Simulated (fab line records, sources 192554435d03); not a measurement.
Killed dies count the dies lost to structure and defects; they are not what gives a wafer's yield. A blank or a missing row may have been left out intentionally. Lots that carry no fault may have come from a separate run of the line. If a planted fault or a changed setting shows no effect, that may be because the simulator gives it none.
Split-lot trial | flow n5 finfet | 21 wafers read from 7 lots, route of 1938 steps

## THE SPLIT
At N5_BEOL_M15_PEB_26 (peb time 90 s), the setting peb temp c was moved away from the recipe's 130 C on 4 of the 21 wafers read, by -2.5% to +0.9%. The other wafers ran this setting at the recipe's value.

## FROM THE SPLIT TO THE READING: what the file shows between them, 2 steps
- N5_BEOL_M15_DEVELOP_27: develop time 45 s
- N5_BEOL_M15_HARDBAKE_32: time 120 s

## THE READING
BEOL_M15.cd nm (the simulator's own value, which no gauge read), in nm, at N5_BEOL_M15_DESCUM_33 (chemistry O2, time 7.9 s). There is no usual value for it anywhere in the file. Here, 17 wafers ran the recipe; their average is 410.0 nm with a standard deviation of 2.2 nm.

wafer  | tool, chamber at the split | peb temp c as run, C | against the recipe | BEOL_M15.cd nm, nm | against lot-mates on the recipe
L080.2 | litho track-02, 0          | 130                  | recipe             | 408.2              | -
L080.4 | litho track-02, 0          | 130                  | recipe             | 411                | -
L080.6 | litho track-02, 0          | 131.2                | +0.9%              | 410.8              | +1.2
L082.1 | litho track-05, 0          | 130                  | recipe             | 411.2              | -
L082.2 | litho track-05, 0          | 126.8                | -2.5%              | 396.6              | -14.3
L082.3 | litho track-05, 0          | 130                  | recipe             | 410.6              | -
L083.1 | litho track-02, 0          | 130                  | recipe             | 409.2              | -
L083.2 | litho track-02, 0          | 127.8                | -1.7%              | 395                | -13.5
L083.5 | litho track-02, 0          | 130                  | recipe             | 407.8              | -
L086.1 | litho track-05, 0          | 127.1                | -2.2%              | 395.4              | -13.6
L086.3 | litho track-05, 0          | 130                  | recipe             | 409                | -
L086.6 | litho track-05, 0          | 130                  | recipe             | 409                | -
L091.2 | litho track-05, 0          | 130                  | recipe             | 413.4              | -
L091.4 | litho track-05, 0          | 130                  | recipe             | 414.8              | -
L091.6 | litho track-05, 0          | 130                  | recipe             | 413.6              | -
L090.2 | litho track-03, 0          | 130                  | recipe             | 408.8              | -
L090.4 | litho track-03, 0          | 130                  | recipe             | 409.2              | -
L090.6 | litho track-03, 0          | 130                  | recipe             | 411                | -
L094.3 | litho track-02, 0          | 130                  | recipe             | 406.8              | -
L094.5 | litho track-02, 0          | 130                  | recipe             | 407.6              | -
L094.6 | litho track-02, 0          | 130                  | recipe             | 409.6              | -

THE FIT
A straight line over all 21 wafers: BEOL_M15.cd nm changes by +6.07 nm for each +1% of peb temp c; r = +0.89; the points scatter about the line by 2.6 nm.
The same after taking each lot's own level away (the mean of its wafers on the recipe; 21 wafers): +5.93 nm for each +1%; r = +0.96; scatter 1.5 nm.
The reading moves by 15 nm for the largest change in peb temp c, on that fit.
The lots' own levels span 408.00 to 413.93 nm, that is 2.7 times the standard deviation above.
Hence the lot-to-lot level has little effect on the slope; both slopes agree.
Check: for one of the wafers moved furthest among these (-2.5%), held out of the fit, the line's prediction against its lot-mates is -15.4 nm. Against them it came out at -14.3 nm.

## THE OTHER SPLITS THESE WAFERS WENT THROUGH
Other splits were also applied to these wafers ahead of the reading. Each is held against what the fit with the lots' levels taken away leaves over:
other split on the same wafers    | wafers away from the commonest value | r with BEOL_M15.cd nm (lot level and that fit taken away)
N5_BEOL_M13_TRENCH_ETCH_34 time s | 7                                    | +0.35

## THE FILE'S OWN FIT
BEOL_M15.cd nm changes by +6.07 nm for each +1% of peb temp c, r = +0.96.
